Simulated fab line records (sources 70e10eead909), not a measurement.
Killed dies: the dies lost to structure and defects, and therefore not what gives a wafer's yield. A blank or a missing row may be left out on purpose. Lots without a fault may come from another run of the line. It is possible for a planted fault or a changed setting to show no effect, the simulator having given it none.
fab line records | flow nand_harc
[record] lots = 6 wafers = 18 last_day = 33
route steps=1302 shown A_SLIT@930 END@1302
lots that met no fault: taken from a fault-free run of the same line
start_h: hours from the record's opening day to when the first of the lot's shown wafers began | wait_h: how many hours have passed since the lot's step before this one | " unchanged from the row above | L1.1+2: a row that stands for several wafers | - value missing, or start not given | * or withheld: withheld | < > ~ a bound
route shown NAME@n: NAME is a module with steps in the file, n the number in the route of the first one | usual: the fault-free wafers' mean and standard deviation | same: alike in all rows | chamber/n: place in a boat | sites: the reading at each site | _std_site: the standard deviation of these | _edge_site: the outer-site mean with the inner-site mean subtracted | radius_mm: how far each site lies from the wafer's centre | mask NAME#n: copy n | behind: the most recent tool/chamber to have shaped the wafer | hold: why the lot went on hold/how many hours it stayed there/how the hold came to an end | device: which transistor (n, p or np) failed to switch | end of line: the route-end tests of the same wafers | a step without rows: its recipe alone | killed: the dies lost at the first sort to structure and to defects; this is not the yield of the wafer | map: a wafer's dies, x killed, . not, _ none there
set.NAME: the run value of the setting; set.NAME@STEP: its run value at that earlier step | model.NAME: the simulator's own value behind a step, which no gauge read
certain route steps with their lots: each step a table, each wafer a row
services: a tool's chamber out of use, with start hour (start_h, from the record's first day; less than 0 if before it), hours out, and reason
[[steps]]
[step NHARC_A_SLIT_EXPOSE_06]
[recipe] na = 1.35 dose_mj = 60.82 mask_id = SLIT
[step NHARC_A_SLIT_PEB_07]
[recipe] peb_temp_c = 100 peb_time_s = 65
[step NHARC_A_SLIT_DEVELOP_08]
[recipe] develop_time_s = 35 dev_temp_c = 23
[step NHARC_A_SLIT_CD_MEAS_09]
[recipe] target_cd_nm = 300 landing_energy_ev = 500
[usual] cd_nm = 300.0/0.54
// columns lot.wafer tool chamber start_h wait_h cd_nm
L878.1 cd_sem-03 0 474.48 - 299.4
L878.2 " 0 " " 300.4
L878.5 " 0 " " 299.9
L881.3 cd_sem-01 0 529.46 - 300.8
L881.5 " 0 " " 300.9
L881.6 " 0 " " 300.5
L889.4 cd_sem-01 0 592.14 - 299.4
L889.5 " 0 " " 299.7
L889.6 " 0 " " 299.7
L890.1 cd_sem-03 0 592.28 - 299.4
L890.2 " 0 " " 300.2
L890.4 " 0 " " 301.0
L891.1 cd_sem-03 0 614.38 - 300.8
L891.2 " 0 " " 300.1
L891.5 " 0 " " 300.6
L896.1 cd_sem-02 0 676.24 - 299.1
L896.2 " 0 " " 299.4
L896.3 " 0 " " 299.1
[step NHARC_A_SLIT_OVL_MEAS_10]
[usual] overlay_x_nm = 0.0/0.86 overlay_y_nm = 0.1/0.84
// columns lot.wafer tool chamber start_h wait_h overlay_x_nm overlay_y_nm
L878.1 overlay-02 - 474.57 - 1.8 1.7
L878.2 " - " " 1.7 2.2
L878.5 " - " " 1.7 1.6
L881.3 overlay-01 - 529.54 - -1.5 -0.4
L881.5 " - " " -1.0 -0.3
L881.6 " - " " -1.1 -0.2
L889.4 overlay-01 - 592.22 - 0.2 1.6
L889.5 " - " " 0.2 0.9
L889.6 " - " " 0.0 1.2
L890.1 overlay-01 - 592.37 - -0.5 0.5
L890.2 " - " " 0.2 0.5
L890.4 " - " " 0.5 0.2
L891.1 overlay-02 - 614.47 - -0.8 0.3
L891.2 " - " " -1.0 1.1
L891.5 " - " " -0.3 0.3
L896.1 overlay-02 - 676.33 - -0.3 0.1
L896.2 " - " " -0.8 -0.3
L896.3 " - " " -0.6 0.4
[step NHARC_A_SLIT_INSPECT_11]
[usual] raw_defect_count = 54/25
// columns lot.wafer tool chamber start_h wait_h raw_defect_count
L878.1 defect_inspect-01 - 474.61 0.0 48
L878.2 " - " " 66
L878.5 " - " " 58
L881.3 defect_inspect-01 - 529.58 0.0 78
L881.5 " - " " 63
L881.6 " - " " 74
L889.4 defect_inspect-02 - 592.26 0.0 58
L889.5 " - " " 56
L889.6 " - " " 61
L890.1 defect_inspect-02 - 592.41 0.0 45
L890.2 " - " " 54
L890.4 " - " " 47
L891.1 defect_inspect-02 - 614.51 0.0 11
L891.2 " - " " 34
L891.5 " - " " 20
L896.1 defect_inspect-01 - 676.36 0.0 67
L896.2 " - " " 66
L896.3 " - " " 78
[step NHARC_A_SLIT_DESCUM_14]
[recipe] time_s = 3 o2_flow_sccm = 200 ar_flow_sccm = 0 bias_power_w = 0 chemistry = O2
[step NHARC_A_SLIT_ETCH_24]
[recipe] target_depth_a = 1210 time_s = 60.5 cf4_flow_sccm = 100 chf3_flow_sccm = 30 ar_flow_sccm = 0 rf_w = 500 bias_w = 200 chemistry = CF4/CHF3
[usual] bias_w = 200.0/0.64 cf4_flow_sccm = 100.01/0.29 drypump_motor_current_A = 5.7/0.39 mfc_ar_sccm = 0.004/0.0098 oes_product_au = 0.961/0.018 rf_vpp_V = 369.7/2.2 showerhead_plenum_p_Torr = 1.55/0.056 throttle_valve_pct = 16.803/0.0098
// columns lot.wafer tool chamber start_h wait_h bias_w cf4_flow_sccm drypump_motor_current_A mfc_ar_sccm oes_product_au rf_hours_counter_h rf_vpp_V showerhead_plenum_p_Torr throttle_valve_pct
L878.2 rie_diel-01 3 474.76 0.1 199.4 99.94 5.6 0.006 0.959 3.7 369.2 1.53 16.805
L878.1 " 1 " " 199.6 99.60 5.3 0 0.994 3.8 368.0 1.52 16.819
L878.5 " 2 " " 199.8 100.48 5.3 0 0.958 - 370.5 1.58 16.811
L881.3 rie_diel-02 1 529.74 0.1 200.9 100.13 6.0 0 0.959 6.4 366.7 1.48 16.819
L881.5 " 2 " " 199.3 100.36 6.0 0 0.952 - 368.5 1.49 16.798
L881.6 " 3 " " 200.1 100.00 5.9 0 0.986 - 367.8 1.51 16.823
L889.4 rie_diel-01 3 592.41 0.1 199.7 99.79 5.6 0.006 0.912 1.9 369.3 1.53 16.811
L889.5 " 1 " " 199.0 100.33 5.3 0 0.937 - 369.8 1.52 16.798
L889.6 " 2 " " 200.2 100.11 5.3 0 0.917 - 370.0 1.57 16.814
L890.4 rie_diel-07 1 592.55 0.1 200.2 100.30 5.6 0 0.965 4.7 368.3 1.51 16.796
L890.1 " 2 " " 199.2 100.11 6.0 0.031 0.972 4.6 371.5 1.61 16.791
L890.2 " 0 " " 200.2 100.20 5.1 0 0.966 4.3 374.9 1.68 16.804
L891.2 rie_diel-01 2 614.65 0.1 199.6 99.63 5.3 0 0.956 2.8 369.9 1.57 16.817
L891.1 " 1 " " 200.1 100.02 5.4 0 0.973 2.9 368.8 1.52 16.808
L891.5 " 2 " " 199.7 99.57 5.3 0 0.962 - 371.1 1.57 16.810
L896.1 rie_diel-07 0 676.52 0.1 200.8 100.44 5.1 0 0.951 1.2 372.6 1.67 16.800
L896.3 " 1 " " 200.2 99.85 5.6 0 0.962 0.7 368.9 1.51 16.807
L896.2 " 2 " " 199.5 99.94 6.0 0.031 0.993 0.7 373.2 1.61 16.799
[step NHARC_A_SLIT_ETCH_15]
[recipe] target_depth_a = 62000 over_etch_frac = 0.3 time_s = 1612 ion_energy_ev = 150 o2_flow_sccm = 400 cos_flow_sccm = 20 ar_flow_sccm = 0 rf_w = 500 bias_w = 300 chemistry = O2/COS
[usual] bias_w = 300.0/0.9 chamber_pressure_mTorr = 19.997/0.019 drypump_motor_current_A = 5.7/0.37 mfc_ar_sccm = 0.004/0.0098 oes_product_au = 0.998/0.0093 rf_vpp_V = 313.5/1.7 showerhead_plenum_p_Torr = 3.07/0.11 throttle_valve_pct = 28.330/0.0098
// columns lot.wafer tool chamber start_h wait_h bias_w chamber_pressure_mTorr drypump_motor_current_A mfc_ar_sccm oes_product_au rf_hours_counter_h rf_vpp_V showerhead_plenum_p_Torr throttle_valve_pct
L878.2 rie_diel-01 0 - - 299.6 19.979 6.0 0 1.001 4.5 315.2 3.12 28.326
L878.1 " 2 " " 300.0 20.022 5.3 0 0.996 3.4 312.5 3.13 28.321
L878.5 " 3 " " 298.8 20.011 5.7 0.006 1.009 - 311.5 3.04 28.328
L881.3 rie_diel-02 2 - - 301.5 20.007 6.0 0 1.003 6.8 311.7 2.95 28.335
L881.6 " 3 " " 302.6 20.017 6.0 0 1.018 - 312.4 3.00 28.341
L881.5 " 0 " " 300.3 20.004 5.7 0.001 1.006 - 313.3 3.01 28.346
L889.4 rie_diel-01 0 - - 298.5 20.009 6.0 0 0.986 1.9 314.3 3.12 28.321
L889.6 " 0 " " 300.5 20.025 5.9 0 0.999 - 313.3 3.12 28.328
L889.5 " 1 " " 300.0 20.001 5.3 0 1.001 - 314.0 3.02 28.315
L890.1 rie_diel-07 2 - - 301.7 19.995 6.0 0.031 0.996 4.8 315.1 3.20 28.340
L890.4 " 3 " " 299.8 19.996 6.4 0 1.002 4.3 312.3 2.98 28.329
L890.2 " 0 " " 300.7 20.010 5.1 0 0.984 4.5 318.2 3.32 28.328
L891.1 rie_diel-01 0 - - 298.7 19.995 6.0 0 1.003 3.1 314.0 3.12 28.335
L891.2 " 3 " " 298.8 20.000 5.7 0.006 0.992 3.0 312.9 3.03 28.331
L891.5 " 1 " " 301.3 19.965 5.3 0 0.996 - 312.9 3.02 28.338
L896.2 rie_diel-07 1 - - 300.1 19.998 5.6 0 0.996 1.0 312.4 2.99 28.321
L896.3 " 3 " " 299.6 19.981 6.4 0 1.001 1.5 310.9 2.98 28.316
L896.1 " 0 " " 300.4 19.981 5.1 0 0.997 1.5 317.8 3.32 28.324
[step NHARC_A_SLIT_ETCH_17]
[recipe] bias_v = 900 source_w = withheld pressure_mtorr = 20 ar_flow_sccm = 375 c4f8_flow_sccm = 83.3 o2_flow_sccm = 41.7 time_s = 4254.5 target_depth_a = 2.03e+05 chemistry = C4F8/O2/Ar
[usual] c4f8_flow_sccm = 83.31/0.26 chamber_pressure_mTorr = 19.999/0.02 drypump_motor_current_A = 5.9/0.62 mfc_ar_sccm = 374.8/1.1 showerhead_plenum_p_Torr = 3.68/0.11 throttle_valve_pct = 32.046/0.0089
// columns lot.wafer tool chamber start_h wait_h c4f8_flow_sccm chamber_pressure_mTorr drypump_motor_current_A mfc_ar_sccm rf_hours_counter_h showerhead_plenum_p_Torr throttle_valve_pct
L878.1 har_etch-02 0 477.00 - 83.54 19.975 6.0 376.4 58 3.89 32.048
L878.2 " 1 " " 83.16 19.993 6.8 373.6 58 3.63 32.060
L878.5 " 0 479.39 - 83.24 20.012 6.1 374.4 - 3.89 32.065
L881.3 har_etch-01 0 532.68 - 83.41 20.000 6.0 375.0 - 3.63 32.055
L881.6 " 1 " " 83.93 20.003 5.1 376.4 - 3.63 32.036
L881.5 " 0 " " 83.35 20.016 6.0 375.0 - 3.63 32.042
L889.4 har_etch-01 1 596.87 - 83.22 19.983 5.0 373.7 - 3.61 32.047
L889.6 " 0 " " 82.97 20.001 5.9 373.7 - 3.62 32.039
L889.5 " 1 " " 83.21 19.988 5.0 372.9 - 3.61 32.045
L890.2 har_etch-02 0 598.03 - 83.49 19.974 6.1 374.0 131 3.85 32.034
L890.1 " 1 " " 83.30 19.963 6.8 373.7 131 3.59 32.039
L890.4 " 1 599.86 - 83.04 19.976 6.7 374.7 - 3.59 32.042
L891.2 har_etch-01 1 615.81 - 83.52 20.022 5.0 375.6 341 3.60 32.053
L891.1 " 0 " " 82.82 20.043 6.0 376.7 326 3.61 32.049
L891.5 " 0 618.79 - 82.91 19.985 6.0 375.8 - 3.61 32.058
L896.1 har_etch-02 1 678.86 - 83.55 20.000 6.8 375.2 184 3.56 32.037
L896.2 " 0 " " 83.02 19.983 6.1 375.1 184 3.82 32.048
L896.3 " 0 680.63 - 83.42 19.992 6.1 374.6 - 3.82 32.049
[step NHARC_A_SLIT_ETCH_26]
[recipe] bias_v = 400 source_w = 2000 pressure_mtorr = 25 time_s = 90 ar_flow_sccm = 375 c4f8_flow_sccm = 41.7 o2_flow_sccm = 83.3 target_depth_a = 4000 chemistry = C4F8/O2/Ar
[usual] bias_v = 400/3.3 c4f8_flow_sccm = 41.67/0.13 drypump_motor_current_A = 5.9/0.62 mfc_ar_sccm = 374.9/1.2 showerhead_plenum_p_Torr = 3.71/0.11 throttle_valve_pct = 27.620/0.0084
// columns lot.wafer tool chamber start_h wait_h bias_v c4f8_flow_sccm drypump_motor_current_A mfc_ar_sccm rf_hours_counter_h showerhead_plenum_p_Torr throttle_valve_pct
L878.1 har_etch-02 0 480.59 3.0 398 41.68 6.1 375.8 61 3.93 27.644
L878.2 " 1 " " 397 41.67 6.7 374.7 61 3.66 27.618
L878.5 " 0 " " 401 41.79 6.0 375.3 - 3.93 27.629
L881.3 har_etch-01 0 534.56 1.3 399 41.79 5.9 377.2 - 3.66 27.610
L881.6 " 1 " " 398 41.50 5.1 374.2 - 3.66 27.613
L881.5 " 0 " " 400 41.52 6.0 375.9 - 3.66 27.622
L889.4 har_etch-01 1 598.80 1.3 401 41.79 5.0 376.5 - 3.64 27.614
L889.6 " 0 " " 402 41.70 6.0 373.7 - 3.65 27.631
L889.5 " 1 " " 400 41.80 5.0 375.4 - 3.64 27.629
L890.2 har_etch-02 0 601.69 3.1 402 41.58 6.1 376.1 134 3.88 27.623
L890.1 " 1 " " 400 41.63 6.7 374.1 134 3.62 27.618
L890.4 " 1 " " 405 41.71 6.7 376.1 - 3.62 27.621
L891.2 har_etch-01 1 619.39 3.0 401 41.59 5.1 374.3 344 3.63 27.623
L891.1 " 0 " " 403 41.83 6.0 375.9 329 3.64 27.605
L891.5 " 0 " " 405 41.70 6.0 376.9 - 3.64 27.619
L896.1 har_etch-02 1 682.40 3.0 400 41.54 6.7 372.9 187 3.59 27.617
L896.2 " 0 " " 396 41.49 6.1 371.4 187 3.85 27.612
L896.3 " 0 " " 396 41.51 6.1 372.3 - 3.85 27.627
[step NHARC_A_SLIT_STRIP_28]
[recipe] o2_flow_sccm = 400 cos_flow_sccm = 20 ar_flow_sccm = 0 bias_w = 0 chemistry = O2/COS
[step NHARC_A_SLIT_ETCH_29]
[recipe] target_depth_a = 1000 overetch_a = 100 time_s = 55 ion_energy_ev = 100 cf4_flow_sccm = 80 o2_flow_sccm = 20 ar_flow_sccm = 0 rf_w = 300 bias_w = 100 chemistry = CF4/O2
[usual] bias_w = 100.0/0.33 cf4_flow_sccm = 80.01/0.26 drypump_motor_current_A = 5.7/0.34 mfc_ar_sccm = 0.003/0.0076 oes_product_au = 0.999/0.0095 rf_vpp_V = 197.2/1.2 showerhead_plenum_p_Torr = 1.30/0.04 throttle_valve_pct = 13.398/0.0092
// columns lot.wafer tool chamber start_h wait_h bias_w cf4_flow_sccm drypump_motor_current_A mfc_ar_sccm oes_product_au rf_hours_counter_h rf_vpp_V showerhead_plenum_p_Torr throttle_valve_pct
L878.2 rie_diel-02 3 481.48 0.1 99.9 80.14 6.0 0 0.999 4.2 195.9 1.28 13.410
L878.1 " 1 " " 99.0 79.88 6.0 0 0.998 4.6 197.1 1.26 13.395
L878.5 " 3 " " 99.9 79.96 6.0 0 1.004 - 196.1 1.28 13.402
L881.3 rie_diel-01 1 535.37 0.1 100.2 80.32 5.4 0 1.009 6.5 196.2 1.29 13.410
L881.5 " 0 " " 99.9 79.70 6.0 0 1.001 - 198.9 1.33 13.407
L881.6 " 1 " " 100.8 80.44 5.3 0 1.012 - 195.8 1.29 13.403
L889.4 rie_diel-01 3 599.60 0.1 - - - - - - - - -
L889.6 " 1 " " - - - - - - - - -
L889.5 " 2 " " - - - - - - - - -
L890.4 rie_diel-01 3 602.58 0.1 - - - - - - - - -
L890.1 " 0 " " - - - - - - - - -
L890.2 " 1 " " - - - - - - - - -
L891.1 rie_diel-01 0 620.29 0.1 100.0 79.91 6.0 0 0.997 3.8 197.9 1.33 13.388
L891.2 " 1 " " 99.6 79.75 5.3 0 1.002 3.9 197.7 1.29 13.410
L891.5 " 1 " " 99.5 80.15 5.3 0 0.998 - 197.0 1.29 13.400
L896.3 rie_diel-02 0 683.29 0.1 100.5 79.71 5.6 0.001 1.007 4.9 196.2 1.29 13.393
L896.1 " 1 " " 100.0 80.04 6.0 0 1.011 5.1 196.0 1.25 13.417
L896.2 " 2 " " 100.4 80.07 6.0 0 1.016 5.2 195.4 1.26 13.410
[step NHARC_A_SLIT_STRIP_18]
[recipe] o2_flow_sccm = 500 ar_flow_sccm = 0 bias_w = 0 chemistry = O2
[usual] drypump_motor_current_A = 5.7/0.34 mfc_ar_sccm = 0.002/0.0068 oes_product_au = 1.000/0.0098 rf_vpp_V = 57.5/0.87 showerhead_plenum_p_Torr = 3.45/0.11 throttle_valve_pct = 17.036/0.0078
[same] bias_w = 0
// columns lot.wafer tool chamber start_h wait_h drypump_motor_current_A mfc_ar_sccm oes_product_au rf_hours_counter_h rf_vpp_V showerhead_plenum_p_Torr throttle_valve_pct
L878.2 rie_diel-02 1 - - 6.0 0 1.000 4.7 56.6 3.33 17.045
L878.1 " 0 " " 5.6 0.001 1.001 4.5 56.7 3.41 17.042
L878.5 " 1 " " 6.0 0 1.002 - 57.7 3.33 17.027
L881.3 rie_diel-01 3 - - 5.7 0.006 0.992 6.8 58.8 3.43 17.034
L881.6 " 1 " " 5.4 0 1.005 - 58.3 3.41 17.043
L881.5 " 2 " " 5.3 0 0.989 - 57.8 3.53 17.038
L889.4 rie_diel-01 2 599.68 0.1 5.3 0 1.000 2.4 57.7 3.53 17.024
L889.6 " 2 " " 5.3 0 0.990 - 58.2 3.53 17.052
L889.5 " 3 " " 5.6 0.006 0.991 - 57.9 3.43 17.043
L890.1 rie_diel-01 3 602.72 0.1 5.6 0.006 0.988 2.6 57.9 3.43 17.038
L890.4 " 0 " " 6.0 0 0.999 2.7 57.0 3.52 17.030
L890.2 " 1 " " 5.3 0 0.996 2.7 57.9 3.41 17.040
L891.1 rie_diel-01 3 - - 5.6 0.006 0.989 3.3 57.8 3.43 17.033
L891.2 " 1 " " 5.4 0 1.009 3.9 55.6 3.41 17.040
L891.5 " 0 " " 5.9 0 1.007 - 58.4 3.52 17.039
L896.2 rie_diel-02 1 - - 6.0 0 1.005 5.1 58.2 3.33 17.038
L896.1 " 2 " " 6.1 0 1.001 5.3 57.0 3.33 17.049
L896.3 " 3 " " 6.0 0 0.994 5.1 56.7 3.39 17.029
[step NHARC_END_SORT_01]
[recipe] temp_c = 25
[usual] killed_at_array = 52/18 killed_at_other = 1.2/1.5 killed_at_periphery = 4/3.2 killed_dies = 57/17 killed_open = 3.1/1.9 killed_short = 2.5/1.7
[same] gross_dies = 677
// columns lot.wafer tool chamber start_h wait_h killed_at_array killed_at_other killed_at_periphery killed_dies killed_open killed_short
L881.3 prober-01 0 648.98 3.1 88 1 0 89 1 4
L881.5 prober-01 0 650.61 3.8 74 0 0 74 1 3
L881.6 prober-01 0 651.43 4.1 62 2 0 64 2 2
L890.1 prober-02 0 707.18 2.5 34 1 5 40 6 2
L890.2 prober-02 0 707.98 2.8 48 1 3 52 3 5
L890.4 prober-02 0 709.57 3.4 39 1 6 46 3 1
L896.1 prober-01 0 793.15 2.5 64 2 1 67 6 1
L896.2 prober-01 0 793.94 2.8 55 1 4 60 2 3
L896.3 prober-01 0 794.73 3.1 67 2 2 71 5 3
// killed by level:class
L881.3 A_CHANNEL_HOLE_D1:chamber_film_flake=34 A_SLIT:chamber_film_flake=34 A_CHANNEL_HOLE_D2:chamber_film_flake=7 A_CONTACT:chamber_film_flake=4 A_STAIRCASE:chamber_film_flake=2 A_CHANNEL_FILL_D1:geometric_particle:short=1 A_CHANNEL_FILL_D1:geometric_particle:open=1 A_DECK1_JOINT:geometric_particle:short=1
L881.5 A_SLIT:chamber_film_flake=29 A_CHANNEL_HOLE_D1:chamber_film_flake=26 A_CHANNEL_HOLE_D2:chamber_film_flake=9 A_STAIRCASE:chamber_film_flake=3 A_CONTACT:chamber_film_flake=2 A_CHANNEL_HOLE_D1:geometric_particle:open=1 A_CHANNEL_HOLE_D1:geometric_particle:short=1 A_CHANNEL_FILL_D1:geometric_particle:short=1
L881.6 A_CHANNEL_HOLE_D1:chamber_film_flake=20 A_SLIT:chamber_film_flake=18 A_CHANNEL_HOLE_D2:chamber_film_flake=10 A_STAIRCASE:chamber_film_flake=4 A_WL_FILL:chamber_film_flake=3 A_CONTACT:chamber_film_flake=2 THIN_TSV:chamber_film_flake=2 A_ONON_D2:geometric_particle:open=1
L890.1 A_CHANNEL_HOLE_D2:chamber_film_flake=17 A_SLIT:chamber_film_flake=4 A_CONTACT:chamber_film_flake=4 A_CHANNEL_HOLE_D1:chamber_film_flake=3 P_GATE:geometric_particle:open=1 P_CONTACT:geometric_particle:open=1 P_M0:geometric_particle:open=1 A_SOURCE_PLATE:geometric_particle:open=1
L890.2 A_CHANNEL_HOLE_D2:chamber_film_flake=30 A_CONTACT:chamber_film_flake=6 A_SLIT:chamber_film_flake=3 A_CHANNEL_HOLE_D1:chamber_film_flake=2 P_STI:geometric_particle:short=1 P_M0:geometric_particle:open=1 A_ONON_D1:geometric_particle:open=1 A_ONON_D1:geometric_particle:short=1
L890.4 A_CHANNEL_HOLE_D2:chamber_film_flake=20 A_CHANNEL_HOLE_D1:chamber_film_flake=8 A_SLIT:chamber_film_flake=5 P_STI:chamber_film_flake=2 P_GATE:geometric_particle:open=1 A_CHANNEL_HOLE_D2:geometric_particle:short=1 A_SGD_CUT:geometric_particle:open=1 A_M1:geometric_particle:open=1
L896.1 A_CHANNEL_HOLE_D2:chamber_film_flake=27 A_CHANNEL_HOLE_D1:chamber_film_flake=14 A_SLIT:chamber_film_flake=10 A_ZERO_WELL:chamber_film_flake=2 A_CONTACT:chamber_film_flake=2 THIN_TSV:chamber_film_flake=2 P_M0:geometric_particle:open=1 A_ONON_D1:geometric_particle:open=1
L896.2 A_CHANNEL_HOLE_D2:chamber_film_flake=23 A_CHANNEL_HOLE_D1:chamber_film_flake=17 A_SLIT:chamber_film_flake=6 A_ONON_D2:geometric_particle:short=2 A_CONTACT:geometric_particle:open=2 P_ZERO_WELL:chamber_film_flake=2 A_WL_FILL:chamber_film_flake=2 P_M2:geometric_particle:short=1
L896.3 A_CHANNEL_HOLE_D2:chamber_film_flake=25 A_CHANNEL_HOLE_D1:chamber_film_flake=23 A_SLIT:chamber_film_flake=4 A_CONTACT:chamber_film_flake=3 A_CHANNEL_FILL_D2:geometric_particle:open=2 A_ZERO_WELL:chamber_film_flake=2 A_STAIRCASE:chamber_film_flake=2 THIN_TSV:chamber_film_flake=2
[[services]]
// columns tool chamber start_h hours kind
rie_diel-01 0 463.30 - clean
rie_diel-01 1 463.30 - clean
rie_diel-01 2 463.30 - clean
rie_diel-01 3 463.30 - clean
rie_diel-07 - 471.20 9.0 pm
rie_diel-01 0 487.80 - clean
rie_diel-01 1 487.80 - clean
rie_diel-01 2 487.80 - clean
rie_diel-01 3 487.80 - clean
rie_diel-01 0 512.30 - clean
rie_diel-01 1 512.30 - clean
rie_diel-01 2 512.30 - clean
rie_diel-01 3 512.30 - clean
rie_diel-02 - 517.84 0.4 repair
rie_diel-01 0 536.80 - clean
rie_diel-01 1 536.80 - clean
rie_diel-07 1 541.29 1.2 repair
rie_diel-01 - 557.80 9.0 pm
rie_diel-02 - 570.70 9.0 pm
rie_diel-07 3 585.70 4.5 repair
rie_diel-01 0 621.67 9.4 repair
har_etch-01 - 622.45 16.6 repair
rie_diel-02 0 637.12 3.6 repair
rie_diel-07 - 648.20 9.0 pm
[[key]]
[first_sign] step = NHARC_A_SLIT_ETCH_29 reading = tool_record direction = missing
effect none on later readings
met_at NHARC_A_SLIT_ETCH_29
struck_wafers L889.4,L889.5,L889.6,L890.1,L890.2,L890.4
tester_left_out L889,L890
onset_between 535.37 599.60
[fault] kind = skipped_step_whole tool = rie_diel-01 chamber = - onset_h = 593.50 steps = NHARC_A_SLIT_ETCH_29 scope = struck_lots_only
// tester_left_out: of these lots the tester's yield and bins aren't shown, on N5 and GAA mostly nor the transistor test; their killed dies are dies lost to structure and defects alone, not to doping, threshold or leakage, so they don't give the yield
